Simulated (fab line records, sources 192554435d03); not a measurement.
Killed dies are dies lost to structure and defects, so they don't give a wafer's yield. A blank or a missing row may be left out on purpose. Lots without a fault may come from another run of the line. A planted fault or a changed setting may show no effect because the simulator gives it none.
Which tool did it? | flow n5_finfet | 11 lots, 33 wafers sampled, at 3 steps of a route of 1938

WHAT THE GAUGES READ, wafer by wafer
N5_BEOL_M4_RC_MEAS_101.
lot  | measured     | on        | CJ_P
L499 | day 7 15:28  | prober-01 | 6.02 5.59 6.10
L502 | day 8 13:29  | prober-01 | 5.99 5.73 6.05
L503 | day 8 14:43  | prober-01 | 5.39 5.84 5.55
L504 | day 8 14:51  | prober-02 | 5.76 5.42 5.87
L505 | day 9 10:17  | prober-01 | 5.48 5.72 5.84
L506 | day 9 06:10  | prober-02 | 6.01 5.67 5.96
L507 | day 9 15:35  | prober-02 | 5.57 5.87 5.90
L509 | day 10 07:21 | prober-01 | 6.04 5.78 6.04
L512 | day 11 10:59 | prober-02 | 6.08 6.02 6.05
L521 | day 13 10:11 | prober-02 | 7.16 6.93 7.19
L522 | day 13 10:06 | prober-01 | 6.55 6.90 6.81

WHICH TOOL RAN EACH LOT (tool, then ch and the chambers of the sampled wafers, then the start)
lot  | N5_WELL_APT_IMPLANT_15         | N5_WELL_APT_EPI_41
L499 | implanter-02 ch 0, day 1 13:59 | epi_rpcvd-03 ch 0, day 1 15:55
L502 | implanter-01 ch 0, day 2 08:28 | epi_rpcvd-01 ch 0, day 2 10:43
L503 | implanter-01 ch 0, day 2 13:57 | epi_rpcvd-03 ch 0, day 2 15:53
L504 | implanter-02 ch 0, day 2 20:02 | epi_rpcvd-04 ch 0, day 2 21:56
L505 | implanter-02 ch 0, day 3 02:21 | epi_rpcvd-01 ch 0, day 3 04:22
L506 | implanter-02 ch 0, day 3 07:59 | epi_rpcvd-01 ch 0, day 3 10:00
L507 | implanter-02 ch 0, day 3 14:15 | epi_rpcvd-01 ch 0, day 3 16:05
L509 | implanter-01 ch 0, day 4 02:15 | epi_rpcvd-01 ch 0, day 4 04:19
L512 | implanter-02 ch 0, day 4 20:12 | epi_rpcvd-01 ch 0, day 4 22:02
L521 | implanter-01 ch 0, day 7 02:26 | epi_rpcvd-04 ch 0, day 7 04:17
L522 | implanter-01 ch 0, day 7 08:14 | epi_rpcvd-03 ch 0, day 7 10:06
- N5_WELL_APT_IMPLANT_15
- N5_WELL_APT_EPI_41: deposits Si from SiH4/H2, target thk 50 nm, time 297.7 s.

THE ANSWER, worked out from the rows above alone
Rule: what is usual is taken from the lots themselves. Put in order of their means at a reading, lots are off if they are a third of the lots or fewer, leave a main group of 4 or more, and stand apart from it by a gap of 3 or more times the standard deviation of the main group's means; of several such gaps the widest counts. A main group whose means are all the same, to the digits that the tables above print for the reading, isn't used. A lot without any number at a reading at which 4 lots or more have one is off too. The other lots that the step has rows for count as sound.
Off: L521, L522, at N5_BEOL_M4_RC_MEAS_101 (CJ_P). The main group: mean 5.83, standard deviation 0.14.
A tool fits if, at a process step before that reading, it ran every lot that is off, and no sound lot after the first of them. The gauges at N5_BEOL_M4_RC_MEAS_101 are tried like those tools. One fits: implanter-01 at N5_WELL_APT_IMPLANT_15. Its last sound lot is L509 (day 4 02:15), its first lot that is off L521 (day 7 02:26): a fault that began between those two fits.

WHAT THE SIMULATOR HAD PUT IN
Process parameter drift: implanter-01, from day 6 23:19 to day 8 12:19, at N5_WELL_APT_IMPLANT_15. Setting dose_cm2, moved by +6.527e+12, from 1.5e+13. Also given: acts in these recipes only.
Lots struck among those shown: L522, L521. The rule above found the same.
